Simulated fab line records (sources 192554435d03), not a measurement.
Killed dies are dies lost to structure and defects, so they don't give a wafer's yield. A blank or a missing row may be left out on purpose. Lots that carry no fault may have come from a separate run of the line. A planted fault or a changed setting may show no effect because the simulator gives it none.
Split-lot study -- flow n5 finfet -- on a route of 1938 steps: 7 lots, 21 wafers read

ABOUT THE SPLIT
At N5_BEOL_M13_ETCH_59 (etches BARC in N2/H2, target depth 89 nm, overetch 26.7 nm, time 67.9 s), the setting bias w was moved away from the recipe's 150 W on 8 of the 21 wafers read, by -12.7% to +17.5%. This setting was run at the recipe's value on the other wafers.

The reading comes from the split's own step.

THE READING
rf vpp V, in V, at N5_BEOL_M13_ETCH_59 (etches BARC in N2/H2, target depth 89 nm, overetch 26.7 nm, time 67.9 s). On this fab line, fault-free wafers typically give 524.1 V with a standard deviation of 2.4 V.

wafer,"tool, chamber at the split","bias w as run, W",against the recipe,"rf vpp V, V",against lot-mates on the recipe
L078.3,"rie diel-06, 0",150,recipe,523.6,-
L078.4,"rie diel-06, 2",130.9,-12.7%,482.1,-41.4
L078.5,"rie diel-06, 0",150,recipe,523.3,-
L081.1,"rie diel-01, 3",150,recipe,526.1,-
L081.2,"rie diel-01, 1",150,recipe,521.6,-
L081.3,"rie diel-01, 0",150,recipe,524.1,-
L080.1,"rie diel-02, 2",150,recipe,526.3,-
L080.3,"rie diel-02, 1",150,recipe,520.9,-
L080.6,"rie diel-02, 0",150,recipe,528.5,-
L083.2,"rie diel-06, 0",168.2,+12.1%,562.0,no lot-mate on the recipe
L083.3,"rie diel-06, 1",168.2,+12.1%,560.4,no lot-mate on the recipe
L083.5,"rie diel-06, 3",168.2,+12.1%,563.4,no lot-mate on the recipe
L089.2,"rie diel-06, 3",150,recipe,525.1,-
L089.4,"rie diel-06, 0",150,recipe,521.1,-
L089.6,"rie diel-06, 1",137.2,-8.5%,493.2,-29.9
L090.2,"rie diel-02, 1",161.7,+7.8%,545.4,+18.6
L090.3,"rie diel-02, 2",150,recipe,526.8,-
L090.5,"rie diel-02, 0",161.7,+7.8%,554.1,+27.3
L096.2,"rie diel-06, 3",150,recipe,523.9,-
L096.3,"rie diel-06, 2",176.3,+17.5%,582.6,+59.8
L096.4,"rie diel-06, 0",150,recipe,521.8,-

THE FIT
A straight line over all 21 wafers: rf vpp V changes by +3.27 V for each +1% of bias w; r = +0.99; the points scatter about the line by 2.6 V.
The same after taking each lot's own level away (the mean of its wafers on the recipe; 18 wafers): +3.3 V for each +1%; r = +0.99; scatter 2.6 V.
Per that fit: largest bias w move, reading shift of 58 V.
From 522.85 to 526.80 V: that is the span of the lots' own levels, equal to 1.6 times the standard deviation above.
Consequently the slope shifts little with the lot-to-lot level, the two slopes agreeing.
Check: with one of the wafers moved furthest among these (+17.5%) left out of the fit, the line predicts +55.5 V for it against its lot-mates. It came out at +59.8 V against them.
Tool readings at the split's step, against how far the setting was moved: rf vpp V r = +0.99.

OTHER SPLITS ON THESE WAFERS
Other splits were also applied to these wafers ahead of the reading. Each is held against what the fit with the lots' levels taken away leaves over:
other split on the same wafers,wafers away from the commonest value,r with rf vpp V (lot level and that fit taken away)
N5_BEOL_M9_COAT_05 spin rpm,7,-0.08
N5_BEOL_M10_VIA_ETCH_34 time s,7,-0.25
N5_BEOL_M10_ETCH_41 source w,6,-0.13
N5_BEOL_M11_EXPOSE_25 dose mj,10,-0.30
N5_BEOL_M11_VIA_ETCH_34 time s,6,-0.28
N5_BEOL_M12_ETCH_59 bias w,9,+0.46

FILE'S OWN FIT
rf vpp V changes by +3.33 V for each +1% of bias w, r = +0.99.
